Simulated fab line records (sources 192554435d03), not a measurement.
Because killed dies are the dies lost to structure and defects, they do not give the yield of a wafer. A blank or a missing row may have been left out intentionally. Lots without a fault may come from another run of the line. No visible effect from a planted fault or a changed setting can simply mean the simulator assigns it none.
Split-lot experiment -- flow n5 finfet -- 39 wafers read from 7 lots, route of 1938 steps

== THE SPLIT ITSELF ==
At N5_BEOL_M2_ILD_DEP_00 (deposits SiOC from DEMS/O2, target thk 79 nm, time 15.3 s), the setting time s was moved away from the recipe's 15.3 s on 12 of the 39 wafers read, by -25.9% to +49.3%. This setting was run at the recipe's value on the other wafers.

No step appears in the file between the split and the reading.

== THE READING ==
M2_ILD_THK, in nm, at N5_BEOL_M2_THK_MEAS_01. Fault-free wafers of this fab line usually give 78.8 nm, standard deviation 1.3 nm.

wafer,"tool, chamber at the split","time s as run, s",against the recipe,"M2_ILD_THK, nm",against lot-mates on the recipe
L075.1,"pecvd-02, 1",15.3,recipe,77.0,-
L075.2,"pecvd-02, 2",22.84,+49.3%,113.6,+35.6
L075.3,"pecvd-02, 0",22.84,+49.3%,115.6,+37.6
L075.4,"pecvd-02, 1",22.84,+49.3%,117.3,+39.3
L075.5,"pecvd-02, 2",15.3,recipe,76.8,-
L075.6,"pecvd-02, 0",15.3,recipe,80.1,-
L079.1,"pecvd-01, 0",15.3,recipe,76.0,-
L079.2,"pecvd-01, 2",15.3,recipe,79.8,-
L079.3,"pecvd-01, 1",15.3,recipe,78.3,-
L079.4,"pecvd-01, 2",15.3,recipe,80.5,-
L079.5,"pecvd-01, 1",15.3,recipe,78.6,-
L079.6,"pecvd-01, 0",15.3,recipe,77.8,-
L081.1,"pecvd-02, 2",15.3,recipe,76.4,-
L081.2,"pecvd-02, 1",15.3,recipe,78.6,-
L081.3,"pecvd-02, 0",11.33,-25.9%,59.3,-18.4
L081.4,"pecvd-02, 2",11.33,-25.9%,56.7,-21.0
L081.5,"pecvd-02, 0",11.33,-25.9%,59.3,-18.4
L081.6,"pecvd-02, 1",15.3,recipe,78.1,-
L085.1,"pecvd-01, 2",15.3,recipe,81.0,-
L085.2,"pecvd-01, 1",12.63,-17.5%,65.2,-15.5
L085.3,"pecvd-01, 0",12.63,-17.5%,64.5,-16.2
L085.4,"pecvd-01, 1",15.3,recipe,81.0,-
L085.5,"pecvd-01, 2",12.63,-17.5%,67.9,-12.8
L085.6,"pecvd-01, 0",15.3,recipe,80.0,-
L087.1,"pecvd-04, 0",15.3,recipe,77.2,-
L087.2,"pecvd-04, 2",21.02,+37.4%,106.2,+27.8
L087.3,"pecvd-04, 0",21.02,+37.4%,106.8,+28.4
L087.4,"pecvd-04, 2",15.3,recipe,78.9,-
L087.5,"pecvd-04, 2",15.3,recipe,79.1,-
L087.6,"pecvd-04, 0",21.02,+37.4%,108.3,+29.9
L089.1,"pecvd-04, 0",15.3,recipe,76.7,-
L089.2,"pecvd-04, 2,0",15.3,recipe,78.0,-
L089.6,"pecvd-04, 2,0",15.3,recipe,78.1,-
L090.1,"pecvd-04, 0",15.3,recipe,78.2,-
L090.2,"pecvd-04, 2",15.3,recipe,78.1,-
L090.3,"pecvd-04, 0",15.3,recipe,79.3,-
L090.4,"pecvd-04, 2",15.3,recipe,80.4,-
L090.5,"pecvd-04, 0",15.3,recipe,79.1,-
L090.6,"pecvd-04, 2",15.3,recipe,81.3,-
Rows listing several chambers each stand for several wafers; the file does not say which wafer went through which chamber.

FIT RESULTS
A straight line over all 39 wafers: M2_ILD_THK changes by +0.755 nm for each +1% of time s; r = +1.00; the points scatter about the line by 1.5 nm.
The same after taking each lot's own level away (the mean of its wafers on the recipe; 39 wafers): +0.767 nm for each +1%; r = +1.00; scatter 1.3 nm.
Per that fit: largest time s move, reading shift of 38 nm.
Across the lots, their own levels run from 77.60 to 80.67 nm, a range of 2.4 times the standard deviation given above.
The two slopes agree, so the slope changes little with the lot-to-lot level.
Check: with one of the wafers moved furthest among these (+49.3%) left out of the fit, the line predicts +38.2 nm for it against its lot-mates. Against them it came out at +35.6 nm.

== ADDITIONAL SPLITS CARRIED BY THESE WAFERS ==
These wafers also went through other splits before the reading. Each is held against what the fit with the lots' levels taken away leaves over:
other split on the same wafers,wafers away from the commonest value,r with M2_ILD_THK (lot level and that fit taken away)
N5_FIN_SAQP_HM_DEP_72 target thk a,15,-0.12
N5_BEOL_M0_SAQP_SPACER1_ALD_98 ald cycles,18,+0.11

== THE WHOLE CHAIN: every reading that the file lists as answering this split, in the file's order ==
step,what it does,reading,change (the file's fit),r (the file's)
N5_BEOL_M2_ILD_DEP_00,"deposits SiOC from DEMS/O2, target thk 79 nm, time 15.3 s","SiOC_of_BEOL_M2_ILD_DEP_00.thk nm (the simulator's own value, which no gauge read)",+0.767 nm for each +1% of the setting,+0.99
N5_BEOL_M2_THK_MEAS_01,,M2_ILD_THK,+0.766 for each +1% of the setting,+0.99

== THE FILE'S OWN FIT ==
M2_ILD_THK changes by +0.766 nm for each +1% of time s, r = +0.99.
